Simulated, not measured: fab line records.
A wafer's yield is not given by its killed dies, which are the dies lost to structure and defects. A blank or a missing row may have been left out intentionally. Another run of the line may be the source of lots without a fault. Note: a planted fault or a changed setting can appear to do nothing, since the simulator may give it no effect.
Split-lot experiment    flow n5-finfet    route with 1938 steps; 7 lots, 21 wafers read

## SPLIT DETAILS
At N5_BEOL_M13_COAT_04 (resist thk 400 nm), the setting spin-rpm was moved away from the recipe's 1625 rpm on 8 of the 21 wafers read, by -4.9% to +8.1%. This setting was run at the recipe's value on the other wafers.

## FROM THE SPLIT TO THE READING: what the file shows between them, 3 steps
- N5_BEOL_M13_EBR_06
- N5_BEOL_M13_SOFTBAKE_05: time 60 s
- N5_BEOL_M13_DESCUM_15: chemistry O2, time 7.9 s

## THE READING
coat_of_BEOL_M13_COAT_04.thk-nm (the simulator's own value, which no gauge read), in nm, at N5_BEOL_M13_ETCH_59 (etches BARC in N2/H2, target depth 89 nm, overetch 26.7 nm, time 67.9 s). No usual value for it is given in the file. Across the 13 wafers here that went through the recipe, the average is 318.1 nm and the standard deviation 1.9 nm.

wafer   tool, chamber at the split  spin-rpm as run, rpm  against the recipe  coat_of_BEOL_M13_COAT_04.thk-nm, nm  against lot-mates on the recipe
L076.1  litho-track-02, 0           1545                  -4.9%               326.4                                +9.0
L076.4  litho-track-02, 0           1625                  recipe              316.2                                -
L076.5  litho-track-02, 0           1625                  recipe              318.6                                -
L075.2  litho-track-01, 0           1564                  -3.8%               326                                  +9.7
L075.3  litho-track-01, 0           1625                  recipe              315.6                                -
L075.4  litho-track-01, 0           1625                  recipe              317                                  -
L078.1  litho-track-02, 0           1625                  recipe              320.6                                -
L078.4  litho-track-02, 0           1625                  recipe              315.4                                -
L078.6  litho-track-02, 0           1625                  recipe              319.8                                -
L084.1  litho-track-01, 0           1625                  recipe              321                                  -
L084.2  litho-track-01, 0           1625                  recipe              319                                  -
L084.5  litho-track-01, 0           1625                  recipe              315.8                                -
L090.1  litho-track-02, 0           1548                  -4.7%               325.2                                +5.8
L090.2  litho-track-02, 0           1548                  -4.7%               330                                  +10.6
L090.4  litho-track-02, 0           1625                  recipe              319.4                                -
L094.1  litho-track-01, 0           1625                  recipe              319.4                                -
L094.3  litho-track-01, 0           1756                  +8.1%               306.2                                -13.2
L094.5  litho-track-01, 0           1756                  +8.1%               306.4                                -13.0
L095.1  litho-track-03, 0           1753                  +7.9%               305.6                                -11.8
L095.2  litho-track-03, 0           1625                  recipe              317.4                                -
L095.6  litho-track-03, 0           1753                  +7.9%               301.6                                -15.8

FIT RESULTS
A straight line over all 21 wafers: coat_of_BEOL_M13_COAT_04.thk-nm changes by -1.73 nm for each +1% of spin-rpm; r = -0.96; the points scatter about the line by 2.1 nm.
The same after taking each lot's own level away (the mean of its wafers on the recipe; 21 wafers): -1.75 nm for each +1%; r = -0.97; scatter 1.8 nm.
That fit puts the effect of the largest move of spin-rpm on the reading at 14 nm.
Measured against the standard deviation above, the lots' own levels, which go from 316.30 to 319.40 nm, span 1.6 times it.
So the lot-to-lot level changes the slope little: the two slopes agree.
Check: for one of the wafers moved furthest among these (+8.1%), held out of the fit, the line's prediction against its lot-mates is -14 nm. Against them it came out at -13.2 nm.

## THE WHOLE CHAIN: every reading that the file lists as answering this split, in the file's order
step                 what it does                                                             reading                                                                           change (the file's fit)               r (the file's)
N5_BEOL_M13_COAT_04  resist thk 400 nm                                                        coat_of_BEOL_M13_COAT_04.thk-nm (the simulator's own value, which no gauge read)  -1.89 nm for each +1% of the setting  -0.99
N5_BEOL_M13_ETCH_59  etches BARC in N2/H2, target depth 89 nm, overetch 26.7 nm, time 67.9 s  coat_of_BEOL_M13_COAT_04.thk-nm (the simulator's own value, which no gauge read)  -1.78 nm for each +1% of the setting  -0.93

## FILE'S OWN FIT
coat_of_BEOL_M13_COAT_04.thk-nm changes by -1.78 nm for each +1% of spin-rpm, r = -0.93.
